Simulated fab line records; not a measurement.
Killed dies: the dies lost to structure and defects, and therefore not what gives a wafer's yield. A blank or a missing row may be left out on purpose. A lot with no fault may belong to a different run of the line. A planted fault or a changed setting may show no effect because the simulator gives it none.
The tool behind it: which one? || flow n5_finfet || 10 lots, 29 wafers sampled, at 6 steps of a route of 1938

== WHAT THE GAUGES SHOWED, per wafer ==
N5_BEOL_M4_THK_MEAS_01. Usual: M4_ILD_THK gives 79.1 nm (standard deviation 1).
{"lot": "L101", "measured": "day 7 05:09", "on": "film_metro-02", "M4_ILD_THK (nm)": "79.5 79.8 80.0", "flag": ""}
{"lot": "L104", "measured": "day 7 23:22", "on": "film_metro-02", "M4_ILD_THK (nm)": "78.6 79.8 79.9", "flag": ""}
{"lot": "L105", "measured": "day 8 12:18", "on": "film_metro-02", "M4_ILD_THK (nm)": "78.9 78.6 80.9", "flag": ""}
{"lot": "L107", "measured": "day 9 00:21", "on": "film_metro-02", "M4_ILD_THK (nm)": "79.0 79.9 80.0", "flag": ""}
{"lot": "L109", "measured": "day 9 13:21", "on": "film_metro-01", "M4_ILD_THK (nm)": "78.3 80.7 80.0", "flag": ""}
{"lot": "L110", "measured": "day 9 18:01", "on": "film_metro-02", "M4_ILD_THK (nm)": "77.1 77.8", "flag": ""}
{"lot": "L114", "measured": "day 10 23:53", "on": "film_metro-02", "M4_ILD_THK (nm)": "77.5 78.7 78.7", "flag": ""}
{"lot": "L118", "measured": "day 11 18:56", "on": "film_metro-02", "M4_ILD_THK (nm)": "78.6 104.8 80.1", "flag": "OFF"}
{"lot": "L123", "measured": "day 12 16:17", "on": "film_metro-02", "M4_ILD_THK (nm)": "78.4 78.9 79.2", "flag": ""}
{"lot": "L124", "measured": "day 13 17:41", "on": "film_metro-02", "M4_ILD_THK (nm)": "79.2 78.8 78.7", "flag": ""}

N5_BEOL_M4_RC_MEAS_101. Usual: CHAIN_V3 228 ohm/link, standard deviation 9.6; CHAIN_V3_max_site 237 ohm/link, standard deviation 10; DIBL_N 36.1 mV/V, standard deviation 1.5; DIBL_P 36.1 mV/V, standard deviation 1.9; IOFF_N 0.159 nA/um, standard deviation 0.029; IOFF_P 0.21 nA/um, standard deviation 0.038; ION_N 675 uA/um, standard deviation 11; ION_P 464 uA/um, standard deviation 8.1; SS_N 71.5 mV/dec, standard deviation 0.57; SS_P 73.3 mV/dec, standard deviation 0.64; VT_N 249 mV, standard deviation 3.1; VT_P -250 mV, standard deviation 3.8.
{"lot": "L101", "measured": "day 7 14:54", "on": "prober-01", "CHAIN_V3 (ohm/link)": "229 229 227", "CHAIN_V3_max_site (ohm/link)": "232 234 238", "DIBL_N (mV/V)": "37.0 35.4 37.2", "DIBL_P (mV/V)": "37.6 34.6 38.3", "IOFF_N (nA/um)": "0.149 0.118 0.144", "IOFF_P (nA/um)": "0.21 0.17 0.22", "ION_N (uA/um)": "664 654 664", "ION_P (uA/um)": "462 457 461", "SS_N (mV/dec)": "71.6 71.8 71.6", "SS_P (mV/dec)": "73.3 72.9 73.2", "VT_N (mV)": "249 255 252", "VT_P (mV)": "-251 -254 -251", "flag": ""}
{"lot": "L104", "measured": "day 8 09:32", "on": "prober-01", "CHAIN_V3 (ohm/link)": "217 227 214", "CHAIN_V3_max_site (ohm/link)": "223 235 219", "DIBL_N (mV/V)": "37.8 35.9 36.7", "DIBL_P (mV/V)": "37.3 34.2 36.4", "IOFF_N (nA/um)": "0.161 0.137 0.148", "IOFF_P (nA/um)": "0.24 0.19 0.22", "ION_N (uA/um)": "666 672 654", "ION_P (uA/um)": "464 462 454", "SS_N (mV/dec)": "71.8 72.3 71.5", "SS_P (mV/dec)": "73.8 72.5 73.3", "VT_N (mV)": "249 250 253", "VT_P (mV)": "-246 -249 -247", "flag": ""}
{"lot": "L105", "measured": "day 9 00:53", "on": "prober-02", "CHAIN_V3 (ohm/link)": "238 217 237", "CHAIN_V3_max_site (ohm/link)": "246 223 247", "DIBL_N (mV/V)": "34.6 36.3 35.7", "DIBL_P (mV/V)": "34.7 36.2 35.8", "IOFF_N (nA/um)": "0.141 0.157 0.162", "IOFF_P (nA/um)": "0.19 0.21 0.21", "ION_N (uA/um)": "683 676 677", "ION_P (uA/um)": "467 466 469", "SS_N (mV/dec)": "70.9 72.1 71.3", "SS_P (mV/dec)": "72.6 73.3 72.5", "VT_N (mV)": "250 249 249", "VT_P (mV)": "-252 -250 -249", "flag": ""}
{"lot": "L107", "measured": "day 9 07:42", "on": "prober-02", "CHAIN_V3 (ohm/link)": "225 225 218", "CHAIN_V3_max_site (ohm/link)": "233 239 227", "DIBL_N (mV/V)": "38.1 36.5 37.6", "DIBL_P (mV/V)": "37.4 35.2 35.9", "IOFF_N (nA/um)": "0.169 0.151 0.170", "IOFF_P (nA/um)": "0.23 0.20 0.20", "ION_N (uA/um)": "670 679 669", "ION_P (uA/um)": "461 469 458", "SS_N (mV/dec)": "72.0 71.3 71.9", "SS_P (mV/dec)": "73.6 73.0 73.2", "VT_N (mV)": "250 249 247", "VT_P (mV)": "-250 -250 -251", "flag": ""}
{"lot": "L109", "measured": "day 10 03:05", "on": "prober-02", "CHAIN_V3 (ohm/link)": "228 231 235", "CHAIN_V3_max_site (ohm/link)": "235 241 246", "DIBL_N (mV/V)": "37.8 37.4 36.2", "DIBL_P (mV/V)": "38.2 37.0 36.6", "IOFF_N (nA/um)": "0.171 0.156 0.140", "IOFF_P (nA/um)": "0.24 0.21 0.21", "ION_N (uA/um)": "679 670 657", "ION_P (uA/um)": "470 456 465", "SS_N (mV/dec)": "72.0 71.8 71.6", "SS_P (mV/dec)": "74.1 73.5 73.0", "VT_N (mV)": "250 254 249", "VT_P (mV)": "-249 -249 -250", "flag": ""}
{"lot": "L110", "measured": "day 10 04:53", "on": "prober-02", "CHAIN_V3 (ohm/link)": "216 227", "CHAIN_V3_max_site (ohm/link)": "225 236", "DIBL_N (mV/V)": "37.8 36.9", "DIBL_P (mV/V)": "37.7 36.1", "IOFF_N (nA/um)": "0.172 0.151", "IOFF_P (nA/um)": "0.25 0.23", "ION_N (uA/um)": "677 676", "ION_P (uA/um)": "474 466", "SS_N (mV/dec)": "71.8 71.4", "SS_P (mV/dec)": "73.7 73.1", "VT_N (mV)": "247 249", "VT_P (mV)": "-246 -247", "flag": ""}
{"lot": "L114", "measured": "day 11 08:40", "on": "prober-01", "CHAIN_V3 (ohm/link)": "220 217 220", "CHAIN_V3_max_site (ohm/link)": "225 223 226", "DIBL_N (mV/V)": "36.7 34.2 36.9", "DIBL_P (mV/V)": "38.0 34.1 37.7", "IOFF_N (nA/um)": "0.168 0.113 0.155", "IOFF_P (nA/um)": "0.23 0.17 0.22", "ION_N (uA/um)": "687 656 670", "ION_P (uA/um)": "464 460 470", "SS_N (mV/dec)": "71.7 70.8 71.5", "SS_P (mV/dec)": "73.1 73.2 74.0", "VT_N (mV)": "249 256 250", "VT_P (mV)": "-249 -254 -250", "flag": ""}
{"lot": "L118", "measured": "day 12 05:31", "on": "prober-01", "CHAIN_V3 (ohm/link)": "223 - 233", "CHAIN_V3_max_site (ohm/link)": "230 - 244", "DIBL_N (mV/V)": "35.6 36.9 36.6", "DIBL_P (mV/V)": "37.1 37.5 37.7", "IOFF_N (nA/um)": "0.150 0.166 0.169", "IOFF_P (nA/um)": "0.19 0.19 0.20", "ION_N (uA/um)": "663 676 675", "ION_P (uA/um)": "457 460 457", "SS_N (mV/dec)": "71.3 72.4 72.3", "SS_P (mV/dec)": "73.5 73.6 73.7", "VT_N (mV)": "253 248 251", "VT_P (mV)": "-254 -254 -254", "flag": ""}
{"lot": "L123", "measured": "day 13 18:02", "on": "prober-02", "CHAIN_V3 (ohm/link)": "231 240 225", "CHAIN_V3_max_site (ohm/link)": "234 250 232", "DIBL_N (mV/V)": "37.1 37.5 37.6", "DIBL_P (mV/V)": "37.1 37.7 37.6", "IOFF_N (nA/um)": "0.173 0.192 0.198", "IOFF_P (nA/um)": "0.30 0.32 0.31", "ION_N (uA/um)": "677 689 686", "ION_P (uA/um)": "479 481 473", "SS_N (mV/dec)": "71.4 72.1 72.0", "SS_P (mV/dec)": "73.3 73.7 74.3", "VT_N (mV)": "246 247 245", "VT_P (mV)": "-241 -242 -244", "flag": ""}
{"lot": "L124", "measured": "day 14 09:27", "on": "prober-01", "CHAIN_V3 (ohm/link)": "248 242 247", "CHAIN_V3_max_site (ohm/link)": "256 249 254", "DIBL_N (mV/V)": "36.2 36.6 34.8", "DIBL_P (mV/V)": "36.8 36.4 36.0", "IOFF_N (nA/um)": "0.181 0.180 0.168", "IOFF_P (nA/um)": "0.23 0.23 0.23", "ION_N (uA/um)": "684 680 686", "ION_P (uA/um)": "469 468 473", "SS_N (mV/dec)": "71.1 70.9 71.5", "SS_P (mV/dec)": "73.3 72.5 73.6", "VT_N (mV)": "247 246 244", "VT_P (mV)": "-247 -248 -247", "flag": ""}

== TOOL THAT RAN EACH LOT (tool first, then ch and the chambers of the sampled wafers, then the start) ==
{"lot": "L101", "N5_BEOL_M3_ANNEAL_87": "pvd_sputter-01, day 7 02:46", "N5_BEOL_M3_ANNEAL_89": "pvd_sputter-01, day 7 02:59", "N5_BEOL_M3_SPUTTER_96": "pvd_sputter-01, day 7 03:47", "N5_BEOL_M4_ILD_DEP_00": "pecvd-02 ch 0,1, day 7 05:05"}
{"lot": "L104", "N5_BEOL_M3_ANNEAL_87": "pvd_sputter-03, day 7 21:10", "N5_BEOL_M3_ANNEAL_89": "pvd_sputter-03, day 7 21:23", "N5_BEOL_M3_SPUTTER_96": "pvd_sputter-03, day 7 22:11", "N5_BEOL_M4_ILD_DEP_00": "pecvd-03 ch 0,2, day 7 23:18"}
{"lot": "L105", "N5_BEOL_M3_ANNEAL_87": "pvd_sputter-02, day 8 09:44", "N5_BEOL_M3_ANNEAL_89": "pvd_sputter-02, day 8 09:57", "N5_BEOL_M3_SPUTTER_96": "pvd_sputter-02, day 8 10:45", "N5_BEOL_M4_ILD_DEP_00": "pecvd-03 ch 0,1,2, day 8 12:14"}
{"lot": "L107", "N5_BEOL_M3_ANNEAL_87": "pvd_sputter-02, day 8 22:08", "N5_BEOL_M3_ANNEAL_89": "pvd_sputter-02, day 8 22:22", "N5_BEOL_M3_SPUTTER_96": "pvd_sputter-02, day 8 23:10", "N5_BEOL_M4_ILD_DEP_00": "pecvd-03 ch 1,2, day 9 00:17"}
{"lot": "L109", "N5_BEOL_M3_ANNEAL_87": "pvd_sputter-01, day 9 11:09", "N5_BEOL_M3_ANNEAL_89": "pvd_sputter-01, day 9 11:22", "N5_BEOL_M3_SPUTTER_96": "pvd_sputter-01, day 9 12:10", "N5_BEOL_M4_ILD_DEP_00": "pecvd-03 ch 0,1,2, day 9 13:17"}
{"lot": "L110", "N5_BEOL_M3_ANNEAL_87": "pvd_sputter-01, day 9 15:49", "N5_BEOL_M3_ANNEAL_89": "pvd_sputter-01, day 9 16:02", "N5_BEOL_M3_SPUTTER_96": "pvd_sputter-01, day 9 16:50", "N5_BEOL_M4_ILD_DEP_00": "pecvd-02 ch 1,2, day 9 17:57"}
{"lot": "L114", "N5_BEOL_M3_ANNEAL_87": "pvd_sputter-01, day 10 21:30", "N5_BEOL_M3_ANNEAL_89": "pvd_sputter-01, day 10 21:43", "N5_BEOL_M3_SPUTTER_96": "pvd_sputter-01, day 10 22:31", "N5_BEOL_M4_ILD_DEP_00": "pecvd-04 ch 0,1, day 10 23:49"}
{"lot": "L118", "N5_BEOL_M3_ANNEAL_87": "pvd_sputter-03, day 11 16:44", "N5_BEOL_M3_ANNEAL_89": "pvd_sputter-03, day 11 16:58", "N5_BEOL_M3_SPUTTER_96": "pvd_sputter-03, day 11 17:46", "N5_BEOL_M4_ILD_DEP_00": "pecvd-03 ch 0,1, day 11 18:52"}
{"lot": "L123", "N5_BEOL_M3_ANNEAL_87": "pvd_sputter-03, day 12 14:03", "N5_BEOL_M3_ANNEAL_89": "pvd_sputter-03, day 12 14:16", "N5_BEOL_M3_SPUTTER_96": "pvd_sputter-03, day 12 15:04", "N5_BEOL_M4_ILD_DEP_00": "pecvd-02 ch 0,2, day 12 16:13"}
{"lot": "L124", "N5_BEOL_M3_ANNEAL_87": "pvd_sputter-02, day 13 15:28", "N5_BEOL_M3_ANNEAL_89": "pvd_sputter-02, day 13 15:41", "N5_BEOL_M3_SPUTTER_96": "pvd_sputter-02, day 13 16:29", "N5_BEOL_M4_ILD_DEP_00": "pecvd-02 ch 0,1,2, day 13 17:37"}
- N5_BEOL_M3_ANNEAL_87: time 240 s.
- N5_BEOL_M3_ANNEAL_89: time 240 s.
- N5_BEOL_M3_SPUTTER_96: material Cu, target thk 4.5 nm, time 8.29 s.
- N5_BEOL_M4_ILD_DEP_00: deposits SiOC from DEMS/O2, target thk 79 nm, time 15.3 s.

== WHAT THE TOOLS THEMSELVES READ (means of the sampled wafers that have a number; where no wafer has one, the mark that the record gives instead) ==
N5_BEOL_M3_ANNEAL_87. Usual: heater_power_w 814 W, standard deviation 74.
{"lot": "L101", "tool": "pvd_sputter-01", "heater_power_w (W)": 815, "flag": ""}
{"lot": "L104", "tool": "pvd_sputter-03", "heater_power_w (W)": 835, "flag": ""}
{"lot": "L105", "tool": "pvd_sputter-02", "heater_power_w (W)": 841, "flag": ""}
{"lot": "L107", "tool": "pvd_sputter-02", "heater_power_w (W)": 848, "flag": ""}
{"lot": "L109", "tool": "pvd_sputter-01", "heater_power_w (W)": 868, "flag": ""}
{"lot": "L110", "tool": "pvd_sputter-01", "heater_power_w (W)": 885, "flag": ""}
{"lot": "L114", "tool": "pvd_sputter-01", "heater_power_w (W)": 881, "flag": ""}
{"lot": "L118", "tool": "pvd_sputter-03", "heater_power_w (W)": 753, "flag": ""}
{"lot": "L123", "tool": "pvd_sputter-03", "heater_power_w (W)": 738, "flag": ""}
{"lot": "L124", "tool": "pvd_sputter-02", "heater_power_w (W)": 851, "flag": ""}

N5_BEOL_M3_ANNEAL_89. Usual: heater_power_w 814 W, standard deviation 75.
{"lot": "L101", "tool": "pvd_sputter-01", "heater_power_w (W)": 821, "flag": ""}
{"lot": "L104", "tool": "pvd_sputter-03", "heater_power_w (W)": 831, "flag": ""}
{"lot": "L105", "tool": "pvd_sputter-02", "heater_power_w (W)": 838, "flag": ""}
{"lot": "L107", "tool": "pvd_sputter-02", "heater_power_w (W)": 856, "flag": ""}
{"lot": "L109", "tool": "pvd_sputter-01", "heater_power_w (W)": 879, "flag": ""}
{"lot": "L110", "tool": "pvd_sputter-01", "heater_power_w (W)": 868, "flag": ""}
{"lot": "L114", "tool": "pvd_sputter-01", "heater_power_w (W)": 878, "flag": ""}
{"lot": "L118", "tool": "pvd_sputter-03", "heater_power_w (W)": 752, "flag": ""}
{"lot": "L123", "tool": "pvd_sputter-03", "heater_power_w (W)": 743, "flag": ""}
{"lot": "L124", "tool": "pvd_sputter-02", "heater_power_w (W)": 848, "flag": ""}

N5_BEOL_M3_SPUTTER_96. Usual: throttle_valve_pct 29.7 %, standard deviation 1.3.
{"lot": "L101", "tool": "pvd_sputter-01", "throttle_valve_pct (%)": 29.4, "flag": ""}
{"lot": "L104", "tool": "pvd_sputter-03", "throttle_valve_pct (%)": 31.5, "flag": ""}
{"lot": "L105", "tool": "pvd_sputter-02", "throttle_valve_pct (%)": 29.4, "flag": ""}
{"lot": "L107", "tool": "pvd_sputter-02", "throttle_valve_pct (%)": 29.6, "flag": ""}
{"lot": "L109", "tool": "pvd_sputter-01", "throttle_valve_pct (%)": 28.7, "flag": ""}
{"lot": "L110", "tool": "pvd_sputter-01", "throttle_valve_pct (%)": 29.4, "flag": ""}
{"lot": "L114", "tool": "pvd_sputter-01", "throttle_valve_pct (%)": 29.6, "flag": ""}
{"lot": "L118", "tool": "pvd_sputter-03", "throttle_valve_pct (%)": 29.2, "flag": ""}
{"lot": "L123", "tool": "pvd_sputter-03", "throttle_valve_pct (%)": 29.8, "flag": ""}
{"lot": "L124", "tool": "pvd_sputter-02", "throttle_valve_pct (%)": 29.3, "flag": ""}

N5_BEOL_M4_ILD_DEP_00. Usual: heater_power_w 488 W, standard deviation 91; showerhead_plenum_p_Torr 5.691 Torr, standard deviation 0.012; showerhead_vpp_V 1432 V, standard deviation 68; throttle_valve_pct 12.0 %, standard deviation 0.61.
{"lot": "L101", "tool": "pecvd-02", "heater_power_w (W)": 522, "showerhead_plenum_p_Torr (Torr)": 5.697, "showerhead_vpp_V (V)": 1425, "throttle_valve_pct (%)": 11.8, "flag": ""}
{"lot": "L104", "tool": "pecvd-03", "heater_power_w (W)": 463, "showerhead_plenum_p_Torr (Torr)": 5.684, "showerhead_vpp_V (V)": 1412, "throttle_valve_pct (%)": 12.9, "flag": ""}
{"lot": "L105", "tool": "pecvd-03", "heater_power_w (W)": 424, "showerhead_plenum_p_Torr (Torr)": 5.695, "showerhead_vpp_V (V)": 1387, "throttle_valve_pct (%)": 12.0, "flag": ""}
{"lot": "L107", "tool": "pecvd-03", "heater_power_w (W)": 392, "showerhead_plenum_p_Torr (Torr)": 5.704, "showerhead_vpp_V (V)": 1365, "throttle_valve_pct (%)": 11.4, "flag": ""}
{"lot": "L109", "tool": "pecvd-03", "heater_power_w (W)": 420, "showerhead_plenum_p_Torr (Torr)": 5.693, "showerhead_vpp_V (V)": 1384, "throttle_valve_pct (%)": 12.2, "flag": ""}
{"lot": "L110", "tool": "pecvd-02", "heater_power_w (W)": 478, "showerhead_plenum_p_Torr (Torr)": 5.673, "showerhead_vpp_V (V)": 1430, "throttle_valve_pct (%)": 11.8, "flag": ""}
{"lot": "L114", "tool": "pecvd-04", "heater_power_w (W)": 527, "showerhead_plenum_p_Torr (Torr)": 5.694, "showerhead_vpp_V (V)": 1452, "throttle_valve_pct (%)": 11.9, "flag": ""}
{"lot": "L118", "tool": "pecvd-03", "heater_power_w (W)": 383, "showerhead_plenum_p_Torr (Torr)": 5.695, "showerhead_vpp_V (V)": 1400, "throttle_valve_pct (%)": 12.6, "flag": ""}
{"lot": "L123", "tool": "pecvd-02", "heater_power_w (W)": 557, "showerhead_plenum_p_Torr (Torr)": 5.671, "showerhead_vpp_V (V)": 1451, "throttle_valve_pct (%)": 11.8, "flag": ""}
{"lot": "L124", "tool": "pecvd-02", "heater_power_w (W)": 531, "showerhead_plenum_p_Torr (Torr)": 5.685, "showerhead_vpp_V (V)": 1425, "throttle_valve_pct (%)": 11.7, "flag": ""}

== THE ANSWER, worked out from the rows above alone ==
Rule: a lot counts as off when the mean over its wafers that have a number is more than 3 standard deviations away from the usual mean. A lot without any number at a reading at which 4 lots or more have one is off too. Where the step has rows for the other lots, those lots are counted as sound. First the gauges in route order, then the tools' own readings, where a lot's mean is used as printed above. The first step at which some lot is off is used, and at that step the reading that is off furthest; a lot without a number counts as furthest.
Off: L118, at N5_BEOL_M4_THK_MEAS_01 (M4_ILD_THK).
A tool fits if, at a process step before that reading, it ran every lot that is off, and no sound lot after the first of them. The gauges at N5_BEOL_M4_THK_MEAS_01 are tried like those tools. One fits: N5_BEOL_M4_ILD_DEP_00 on pecvd-03. Its last sound lot is L109 (day 9 13:17), its first lot that is off L118 (day 11 18:52): a fault that began between those two fits.

== WHAT THE SIMULATOR PUT IN ==
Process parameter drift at N5_BEOL_M4_ILD_DEP_00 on pecvd-03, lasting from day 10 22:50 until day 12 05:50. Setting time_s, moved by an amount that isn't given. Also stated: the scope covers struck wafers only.
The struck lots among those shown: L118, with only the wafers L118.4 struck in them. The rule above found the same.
